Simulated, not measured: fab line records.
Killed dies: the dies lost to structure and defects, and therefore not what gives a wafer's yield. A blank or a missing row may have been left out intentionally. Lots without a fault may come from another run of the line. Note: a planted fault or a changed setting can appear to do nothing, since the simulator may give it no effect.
Split-lot study    flow n5_finfet    route with 1938 steps; 7 lots, 39 wafers read

== THE SPLIT ITSELF ==
At N5_BEOL_M5_TRENCH_ETCH_37 (etches SiCOH lowk in C4F6/O2, target depth 71.652 nm, time 24.7 s), the setting target_depth_a was moved away from the recipe's 716.52 angstrom on 18 of the 39 wafers read, by -52.9% to +59.5%. All remaining wafers had this setting at the recipe value.

== FROM THE SPLIT TO THE READING: what the file shows between them, 8 steps ==
- N5_BEOL_M5_ETCH_41: etches SiCN in CH3F/O2, target depth 31.5 nm, time 56.7 s
- N5_BEOL_M5_STRIP_91: strips in N2/H2, time 10 s
- N5_BEOL_M5_OCD_MEAS_38
- N5_BEOL_M5_HM_STRIP_39: strips TiN in peroxide tin strip, target depth 25 nm, time 158 s
- N5_BEOL_M5_SRD_40: time 30 s
- N5_BEOL_M5_ECD_50: material Cu, target thk 300 nm
- N5_BEOL_M5_ANNEAL_51: time 90 s
- N5_BEOL_M5_CMP_52: polishes, stops on SiCOH lowk, t overpolish 6.9 s, target thk 62 nm

== THE READING ==
M5_THK, in nm, at N5_BEOL_M5_THK_MEAS_53 (measures by xrf). Fault-free wafers of this fab line usually give 62.2 nm, standard deviation 1.5 nm.

wafer   tool, chamber at the split  target_depth_a as run, angstrom  against the recipe  M5_THK, nm  against lot-mates on the recipe
L075.1  rie_diel-04, 1,0            1143                             +59.5%              104.1       +43.3
L075.2  rie_diel-04, 2              1143                             +59.5%              102.0       +41.2
L075.3  rie_diel-04, 1,0            1143                             +59.5%              104.8       +44.0
L075.4  rie_diel-04, 3              716.52                           recipe              60.8        -
L075.5  rie_diel-04, 0              716.52                           recipe              61.5        -
L075.6  rie_diel-04, 3              716.52                           recipe              60.2        -
L079.1  rie_diel-04, 1              716.52                           recipe              63.6        -
L079.2  rie_diel-04, 0              716.52                           recipe              62.0        -
L079.3  rie_diel-04, 2              337.5                            -52.9%              25.7        -36.9
L079.4  rie_diel-04, 0              337.5                            -52.9%              24.5        -38.1
L079.5  rie_diel-04, 2              337.5                            -52.9%              25.6        -37.0
L079.6  rie_diel-04, 1              716.52                           recipe              62.3        -
L080.1  rie_diel-03, 3              716.52                           recipe              61.7        -
L080.3  rie_diel-03, 1              716.52                           recipe              61.8        -
L080.5  rie_diel-03, 0              716.52                           recipe              62.2        -
L085.1  rie_diel-01, 3              716.52                           recipe              64.3        -
L085.2  rie_diel-01, 1              716.52                           recipe              61.2        -
L085.3  rie_diel-01, 0              863.5                            +20.5%              76.3        +14.0
L085.4  rie_diel-01, 2              863.5                            +20.5%              75.6        +13.3
L085.5  rie_diel-01, 1              716.52                           recipe              61.3        -
L085.6  rie_diel-01, 0              863.5                            +20.5%              77.8        +15.5
L086.1  rie_diel-01, 3              716.52                           recipe              64.3        -
L086.2  rie_diel-01, 2              530.2                            -26.0%              42.4        -20.4
L086.3  rie_diel-01, 1              716.52                           recipe              61.1        -
L086.4  rie_diel-01, 0              716.52                           recipe              62.9        -
L086.5  rie_diel-01, 3              530.2                            -26.0%              44.1        -18.7
L086.6  rie_diel-01, 0              530.2                            -26.0%              42.6        -20.2
L090.1  rie_diel-03, 3              716.52                           recipe              61.1        -
L090.2  rie_diel-03, 1              716.52                           recipe              62.2        -
L090.3  rie_diel-03, 0              716.52                           recipe              65.4        -
L090.4  rie_diel-03, 2              1044                             +45.7%              93.4        +30.5
L090.5  rie_diel-03, 3              1044                             +45.7%              94.9        +32.0
L090.6  rie_diel-03, 2              1044                             +45.7%              94.0        +31.1
L092.1  rie_diel-03, 0              435.4                            -39.2%              37.3        -28.1
L092.2  rie_diel-03, 3              435.4                            -39.2%              36.1        -29.3
L092.3  rie_diel-03, 1              716.52                           recipe              65.3        -
L092.4  rie_diel-03, 2              435.4                            -39.2%              37.1        -28.3
L092.5  rie_diel-03, 0              716.52                           recipe              67.9        -
L092.6  rie_diel-03, 3              716.52                           recipe              63.0        -
Rows listing several chambers each stand for several wafers; the file does not say which wafer went through which chamber.

FIT RESULTS
A straight line over all 39 wafers: M5_THK changes by +0.693 nm for each +1% of target_depth_a; r = +1.00; the points scatter about the line by 1.6 nm.
The same after taking each lot's own level away (the mean of its wafers on the recipe; 39 wafers): +0.712 nm for each +1%; r = +1.00; scatter 1.2 nm.
That fit puts the effect of the largest move of target_depth_a on the reading at 42 nm.
The lots' own levels span 60.83 to 65.40 nm, that is 3.0 times the standard deviation above.
Hence the lot-to-lot level has little effect on the slope; both slopes agree.
Check: +42 nm against its lot-mates is what the line predicts for one of the wafers moved furthest among these (+59.5%) when that wafer is left out of the fit. Against them it came out at +43.3 nm.

== THE WHOLE CHAIN: every reading that the file lists as answering this split, in the file's order ==
step                       what it does                                                         reading                                                                       change (the file's fit)                                                               r (the file's)
N5_BEOL_M5_TRENCH_ETCH_37  etches SiCOH lowk in C4F6/O2, target depth 71.652 nm, time 24.7 s    etch.depth_nm (the simulator's own value, which no gauge read)                +0.716 nm for each +1% of the setting                                                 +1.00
N5_BEOL_M5_TRENCH_ETCH_37  etches SiCOH lowk in C4F6/O2, target depth 71.652 nm, time 24.7 s    BEOL_M5.feature_depth_nm (the simulator's own value, which no gauge read)     +0.716 nm for each +1% of the setting                                                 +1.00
N5_BEOL_M5_OCD_MEAS_38                                                                          trench_depth_nm                                                               +0.718 nm for each +1% of the setting                                                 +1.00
N5_BEOL_M5_CMP_52          polishes, stops on SiCOH lowk, t overpolish 6.9 s, target thk 62 nm  Cu_of_BEOL_M5_ECD_50.thk_nm (the simulator's own value, which no gauge read)  +0.705 nm for each +1% of the setting                                                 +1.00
N5_BEOL_M5_THK_MEAS_53     measures by xrf                                                      M5_THK                                                                        +0.712 for each +1% of the setting                                                    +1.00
N5_BEOL_M5_RS_MEAS_57      measures by four-point-probe                                         M5_RS                                                                         not straight: 1.240 at the lowest setting, 0.385 at the recipe, 0.214 at the highest  not given

== THE FILE'S OWN FIT ==
M5_THK changes by +0.712 nm for each +1% of target_depth_a, r = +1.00.
